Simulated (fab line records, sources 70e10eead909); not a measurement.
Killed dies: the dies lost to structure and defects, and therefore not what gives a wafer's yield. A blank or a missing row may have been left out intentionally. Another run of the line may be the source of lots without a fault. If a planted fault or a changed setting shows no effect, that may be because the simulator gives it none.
fab line records | flow nand-harc
record: lots: 6 wafers: 18 last-day: 32
route steps=1302 shown P_CONTACT@226
lots with no fault: from the same line, run without faults
start-h: hours from the record's first day to the start of the lot's first wafer shown | wait-h: how many hours have passed since the lot's step before this one | " identical to the entry in the row above | L1.1+2: one row covering several wafers at once | - no value present, or no start provided | * or withheld: withheld | < > ~ a bound
route shown NAME@n: a module of which the file shows steps, and the number in the route of the first | usual: mean/standard deviation taken from wafers without a fault | same: alike in all rows | chamber/n: place in a boat | sites: each site's reading | _std_site: how widely they spread, as a standard deviation | _edge_site: outer sites' mean less inner sites' | radius-mm: for every site, how far away it sits from the centre of the wafer | mask NAME#n: copy n | behind: the last tool/chamber to shape the wafer | hold: cause of the lot's hold/its duration in hours/its outcome | device: which transistor (n, p or np) failed to switch | end of line: tests of these same wafers at the route's end | where a step has no rows: the recipe by itself | killed: the dies lost at the first sort to structure and to defects; this is not the yield of the wafer | map: dies across one wafer; x = killed, . = not, _ = none there
set.NAME: the setting the step ran with; set.NAME@STEP: the setting that earlier step ran with | model.NAME: the simulator's own value behind a step, which no gauge read
lots seen at some steps along the route; tables by step, rows by wafer
services: when a tool's chamber went out of use (start-h, in hours from the record's first day, below 0 if earlier), for how many hours, and the reason
== steps ==
step: NHARC_P_CONTACT_COAT_06
recipe: spin-rpm: 1500 resist-thk-nm: 90
step: NHARC_P_CONTACT_SOFTBAKE_07
recipe: temp-c: 105 time-s: 55
step: NHARC_P_CONTACT_EBR_08
step: NHARC_P_CONTACT_EXPOSE_09
recipe: na: 1.35 target-cd-nm: 90 dose-mj: 81.26 mask-id: P_CA
step: NHARC_P_CONTACT_PEB_10
recipe: peb-temp-c: 100 peb-time-s: 65
step: NHARC_P_CONTACT_DEVELOP_11
recipe: develop-time-s: 35 dev-temp-c: 23
step: NHARC_P_CONTACT_CD_MEAS_12
recipe: target-cd-nm: 90 landing-energy-ev: 500
usual: cd-nm: 90.2/0.66
columns lot.wafer tool chamber start-h wait-h cd-nm
L727.1 cd-sem-03 0 131.51 - 90.0
L727.3 " 0 " " 89.6
L727.4 " 0 " " 90.1
L736.1 cd-sem-03 0 223.80 - 89.1
L736.4 " 0 " " 90.1
L736.5 " 0 " " 89.5
L737.2 cd-sem-03 0 229.45 - 90.1
L737.5 " 0 " " 90.7
L737.6 " 0 " " 90.5
L739.2 cd-sem-03 0 245.49 - 90.6
L739.3 " 0 " " 90.4
L739.4 " 0 " " 90.2
L742.2 cd-sem-01 0 284.87 - 90.3
L742.3 " 0 " " 89.6
L742.6 " 0 " " 89.2
L746.3 cd-sem-02 0 313.01 - 90.7
L746.4 " 0 " " 89.4
L746.6 " 0 " " 91.0
step: NHARC_P_CONTACT_OVL_MEAS_13
usual: overlay-x-nm: 0.1/0.88 overlay-y-nm: -0.2/0.88
columns lot.wafer tool chamber start-h wait-h overlay-x-nm overlay-y-nm
L727.1 overlay-01 - 131.60 - -0.1 -0.5
L727.3 " - " " 0.7 -0.2
L727.4 " - " " 0.6 -0.4
L736.1 overlay-01 - 223.89 - -1.6 0.1
L736.4 " - " " -0.9 -0.6
L736.5 " - " " -1.3 -0.1
L737.2 overlay-02 - 229.54 - 0.6 0.7
L737.5 " - " " 0.9 -0.1
L737.6 " - " " 0.5 0.3
L739.2 overlay-02 - 245.57 - 0.4 -0.3
L739.3 " - " " -0.2 0.2
L739.4 " - " " -0.1 -0.7
L742.2 overlay-02 - 284.96 - 0.5 -0.1
L742.3 " - " " 0.3 0.2
L742.6 " - " " 1.0 -0.1
L746.3 overlay-02 - 313.10 - -0.1 -0.2
L746.4 " - " " 0.3 -0.5
L746.6 " - " " -0.3 -1.1
step: NHARC_P_CONTACT_INSPECT_14
usual: raw-defect-count: 4.1/2.5
columns lot.wafer tool chamber start-h wait-h raw-defect-count
L727.1 defect-inspect-02 - 131.64 0.0 4
L727.3 " - " " 2
L727.4 " - " " 4
L736.1 defect-inspect-02 - 223.93 0.0 0
L736.4 " - " " 2
L736.5 " - " " 1
L737.2 defect-inspect-02 - 229.57 0.0 2
L737.5 " - " " 4
L737.6 " - " " 2
L739.2 defect-inspect-02 - 245.61 0.0 4
L739.3 " - " " 5
L739.4 " - " " 4
L742.2 defect-inspect-01 - 284.99 0.0 2
L742.3 " - " " 4
L742.6 " - " " 1
L746.3 defect-inspect-02 - 313.13 0.0 6
L746.4 " - " " 6
L746.6 " - " " 6
step: NHARC_P_CONTACT_DESCUM_17
recipe: time-s: 3 o2-flow-sccm: 200 ar-flow-sccm: 0 bias-power-w: 0 chemistry: O2
usual: drypump-motor-current-A: 5.6/0.35 oes-product-au: 1.000/0.01 rf-vpp-V: 57.6/0.94 showerhead-plenum-p-Torr: 1.91/0.089 throttle-valve-pct: 11.310/0.0085
same: bias-power-w: 0
columns lot.wafer tool chamber start-h wait-h drypump-motor-current-A oes-product-au rf-hours-counter-h rf-vpp-V showerhead-plenum-p-Torr throttle-valve-pct
L727.3 rie-diel-08 0 131.71 0.1 5.7 1.003 5.7 57.8 1.83 11.317
L727.1 " 1 " " 5.1 0.978 5.5 57.6 1.85 11.294
L727.4 " 2 " " 5.1 0.994 6.5 58.3 1.93 11.296
L736.4 rie-diel-13 2 223.99 0.1 5.4 0.993 1.2 56.5 1.82 11.302
L736.1 " 0 " " 6.6 0.998 1.4 56.9 1.81 11.317
L736.5 " 3 " " 6.0 0.989 - 57.7 1.98 11.294
L737.2 rie-diel-13 2 229.64 0.1 5.4 0.982 1.5 55.8 1.82 11.308
L737.6 " 1 " " 5.5 0.981 - 57.5 1.98 11.300
L737.5 " 2 " " 5.4 0.985 - 59.1 1.82 11.306
L739.3 rie-diel-08 1 245.67 0.1 5.1 0.995 1.0 56.8 1.84 11.306
L739.4 " 2 " " 5.1 1.013 2.6 58.4 1.93 11.301
L739.2 " 3 " " 5.5 0.984 2.6 60.0 2.06 11.311
L742.2 rie-diel-04 3 285.05 0.1 5.5 1.014 2.5 57.1 2.06 11.307
L742.3 " 0 " " 5.5 1.015 2.2 58.0 1.83 11.309
L742.6 " 3 " " 5.5 1.019 - 58.2 2.06 11.309
L746.4 rie-diel-13 0 313.19 0.1 6.6 1.010 3.6 57.2 1.81 11.307
L746.3 " 3 " " 5.9 0.989 3.5 57.3 1.98 11.308
L746.6 " 0 " " 6.6 1.004 - 56.5 1.81 11.311
step: NHARC_P_CONTACT_ETCH_35
recipe: target-depth-a: 390 over-etch-frac: 0.3 time-s: 65 ion-energy-ev: 80 cf4-flow-sccm: 150 ar-flow-sccm: 0 rf-w: 300 bias-w: 100 chemistry: CF4
usual: drypump-motor-current-A: 5.6/0.37 oes-product-au: 1.000/0.01 rf-vpp-V: 151.2/1.2 showerhead-plenum-p-Torr: 1.76/0.077 throttle-valve-pct: 13.284/0.0092
columns lot.wafer tool chamber start-h wait-h drypump-motor-current-A oes-product-au rf-hours-counter-h rf-vpp-V showerhead-plenum-p-Torr throttle-valve-pct
L727.3 rie-diel-08 1 131.79 0.1 5.1 0.979 5.5 151.0 1.71 13.290
L727.4 " 2 " " 5.0 1.004 6.5 151.1 1.78 13.283
L727.1 " 3 " " 5.5 0.983 6.7 152.0 1.90 13.280
L736.4 rie-diel-13 3 224.08 0.1 5.9 0.984 1.2 152.6 1.82 13.285
L736.1 " 1 " " 5.5 0.994 1.4 149.7 1.82 13.279
L736.5 " 3 " " 5.9 0.982 - 151.8 1.82 13.289
L737.2 rie-diel-13 2 229.74 0.1 5.4 0.996 1.5 149.9 1.69 13.294
L737.5 " 3 " " 5.9 0.992 - 152.7 1.82 13.303
L737.6 " 0 " " 6.6 0.995 - 148.9 1.68 13.279
L739.2 rie-diel-08 0 245.76 0.1 5.7 1.011 2.6 150.1 1.70 13.293
L739.4 " 2 " " 5.1 1.011 2.6 150.7 1.78 13.279
L739.3 " 3 " " 5.5 0.996 2.6 151.7 1.89 13.299
L742.3 rie-diel-04 1 285.15 0.1 5.7 1.001 2.6 150.3 1.73 13.278
L742.2 " 2 " " 5.7 0.994 3.0 150.0 1.73 13.295
L742.6 " 0 " " 5.5 0.999 - 149.7 1.69 13.275
L746.3 rie-diel-13 1 313.29 0.1 5.5 0.984 3.3 152.8 1.82 13.272
L746.4 " 2 " " 5.4 0.981 3.5 149.8 1.69 13.297
L746.6 " 3 " " 5.9 0.971 - 152.8 1.82 13.288
step: NHARC_P_CONTACT_ETCH_36
recipe: target-depth-a: 2600 over-etch-frac: 0.25 time-s: 406.25 ion-energy-ev: 200 n2-flow-sccm: 150 h2-flow-sccm: 150 ar-flow-sccm: 0 rf-w: 400 bias-w: 150 chemistry: N2/H2
usual: drypump-motor-current-A: 5.6/0.38 oes-product-au: 0.999/0.0092 rf-vpp-V: 430.4/2.7 showerhead-plenum-p-Torr: 2.03/0.097 throttle-valve-pct: 14.172/0.0084
columns lot.wafer tool chamber start-h wait-h drypump-motor-current-A oes-product-au rf-hours-counter-h rf-vpp-V showerhead-plenum-p-Torr throttle-valve-pct
L727.3 rie-diel-08 1 - - 5.1 0.979 5.6 428.0 1.97 14.172
L727.1 " 2 " " 5.1 1.000 6.5 432.1 2.06 14.164
L727.4 " 0 " " 5.7 1.002 5.8 427.9 1.95 14.178
L736.4 rie-diel-13 0 - - 6.6 1.006 1.4 426.3 1.93 14.173
L736.1 " 3 " " 5.9 1.000 1.3 433.1 2.11 14.169
L736.5 " 1 " " 5.5 0.991 - 432.2 2.11 14.172
L737.2 rie-diel-13 3 - - 6.0 0.995 1.6 432.5 2.11 14.161
L737.6 " 2 " " 5.4 1.002 - 426.6 1.94 14.176
L737.5 " 3 " " 6.0 0.986 - 431.7 2.11 14.177
L739.2 rie-diel-08 3 - - 5.5 0.983 2.7 435.4 2.20 14.162
L739.3 " 0 " " 5.7 1.009 2.7 426.6 1.95 14.162
L739.4 " 1 " " 5.1 0.989 1.1 428.8 1.96 14.166
L742.3 rie-diel-04 1 - - 5.7 1.007 2.7 428.1 1.99 14.170
L742.2 " 3 " " 5.5 1.025 2.5 437.3 2.20 14.168
L742.6 " 2 " " 5.8 1.002 - 429.5 1.99 14.182
L746.3 rie-diel-13 3 - - 6.0 0.981 3.6 432.1 2.11 14.171
L746.4 " 2 " " 5.4 0.983 3.5 426.9 1.93 14.179
L746.6 " 3 " " 5.9 0.986 - 432.1 2.11 14.177
step: NHARC_P_CONTACT_ETCH_18
recipe: target-depth-a: 4810 time-s: 240.5 c4f8-flow-sccm: 20 o2-flow-sccm: 10 ar-flow-sccm: withheld rf-w: 600 bias-w: 1500 chemistry: C4F8/O2/Ar
usual: oes-product-au: 0.961/0.021 rf-vpp-V: 977/5.8
columns lot.wafer tool chamber start-h wait-h oes-product-au rf-hours-counter-h rf-vpp-V
L727.3 rie-diel-08 0 132.20 - 0.970 5.9 973
L727.1 " 1 " " 0.956 5.8 972
L727.4 " 2 " " 0.972 6.7 978
L736.1 rie-diel-13 0 224.49 - 1.228 1.6 972
L736.4 " 2 " " 1.209 1.4 972
L736.5 " 3 " " 1.212 - 982
L737.2 rie-diel-13 2 230.15 - 1.265 1.8 970
L737.6 " 0 " " 1.293 - 972
L737.5 " 1 " " 1.259 - 983
L739.4 rie-diel-08 0 246.17 - 0.990 2.8 972
L739.3 " 1 " " 0.957 1.2 974
L739.2 " 2 " " 0.967 2.9 979
L742.2 rie-diel-04 2 285.53 - 0.933 3.3 975
L742.3 " 0 " " 0.944 2.4 973
L742.6 " 2 " " 0.922 - 976
L746.3 rie-diel-13 2 313.67 - 0.979 3.6 972
L746.4 " 1 " " 0.958 3.4 983
L746.6 " 2 " " 0.973 - 972
step: NHARC_P_CONTACT_STRIP_37
recipe: c4f8-flow-sccm: withheld o2-flow-sccm: 8 ar-flow-sccm: withheld bias-w: 0 chemistry: C4F8/O2/Ar
== services ==
columns tool chamber start-h hours kind
rie-diel-13 0 108.92 3.1 repair
rie-diel-13 0 119.59 - clean
rie-diel-13 1 119.59 - clean
rie-diel-13 2 119.59 - clean
rie-diel-13 3 119.59 - clean
rie-diel-04 0 132.46 7.1 repair
rie-diel-04 3 141.37 1.4 repair
rie-diel-13 0 144.09 - clean
rie-diel-13 1 144.09 - clean
rie-diel-13 2 144.09 - clean
rie-diel-13 3 144.09 - clean
rie-diel-13 - 165.00 9.0 pm
rie-diel-13 0 165.00 9.0 vent-cycle
rie-diel-04 1 170.99 6.0 repair
rie-diel-04 - 177.90 9.0 pm
rie-diel-13 - 186.82 0.7 repair
rie-diel-08 2 187.91 11.6 repair
rie-diel-08 - 190.80 9.0 pm
rie-diel-04 3 213.67 6.3 repair
rie-diel-08 1 219.25 12.2 repair
rie-diel-13 1 255.47 1.3 repair
rie-diel-13 - 262.61 1.1 repair
rie-diel-13 1 264.89 16.2 repair
rie-diel-13 1 307.14 4.5 repair
== key ==
first-sign: step: NHARC_P_CONTACT_ETCH_18 reading: oes-product-au direction: up sigmas: 13 usual: 0.961 struck: 1.244
effect none on later readings
met-at NHARC_P_CONTACT_ETCH_18
struck-wafers L736.1,L736.4,L736.5,L737.2,L737.5,L737.6
tester-left-out L736,L737
fault: kind: process-parameter-drift tool: rie-diel-13 chamber: - onset-h: 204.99 steps: NHARC_P_CONTACT_ETCH_18 channel: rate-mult offset: 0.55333 shape: step end-h: 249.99
tester-left-out: of these lots the tester's yield and bins aren't shown, on N5 and GAA mostly nor the transistor test; their killed dies are dies lost to structure and defects alone, not to doping, threshold or leakage, so they don't give the yield
